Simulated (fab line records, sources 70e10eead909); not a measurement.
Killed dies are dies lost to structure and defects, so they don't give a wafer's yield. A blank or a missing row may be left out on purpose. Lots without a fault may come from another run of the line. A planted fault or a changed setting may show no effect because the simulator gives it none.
Chamber matching | flow nand_harc | NHARC_P_M0_PRE_CLEAN_31 on pecvd-04: 3 sister chambers
The step time 12 s. 3 wafers are shown with their chamber, then 9 later ones without.

WAFERS WITH THEIR CHAMBER
wafer  | chamber | heater_power_w (W)
L094.1 | 2       | 580
L094.2 | 1       | 605
L094.3 | 0       | 804

WAFERS WITHOUT THEIR CHAMBER
wafer  | heater_power_w (W)
L095.1 | 625
L095.2 | 545
L095.6 | 548
L097.1 | 566
L097.3 | 629
L097.5 | 557
L097.2 | 703
L097.4 | 706
L097.6 | 598

WHICH CHAMBER EACH WENT THROUGH
wafer  | from the rows above          | in truth
L095.1 | can't be placed: 1 or 2      | 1
L095.2 | can't be placed: 2 or 1      | 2
L095.6 | can't be placed: 2 or 1      | 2
L097.1 | can't be placed: 2 or 1      | 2
L097.3 | can't be placed: 1 or 2      | 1
L097.5 | can't be placed: 2 or 1      | 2
L097.2 | can't be placed: 1 or 0 or 2 | 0
L097.4 | can't be placed: 0 or 1 or 2 | 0
L097.6 | can't be placed: 1 or 2      | 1
Placed correctly: 0 of 9. Can't be placed from these rows: 9 (the true chamber is among the candidates in 9). Placed wrongly: 0.
How it was worked out, from the rows above alone: a wafer's distance from a chamber is the root of the sum, over the readings, of the square of ((its reading less the chamber's mean) divided by the reading's scatter). The wafer belongs to the nearest chamber; if the next one is less than 2 further off, it can't be placed. A chamber's mean is the mean of its shown wafers. The scatter: with one shown wafer a chamber, the root of the mean of the squares of how far each hidden wafer lies from its nearest shown one.
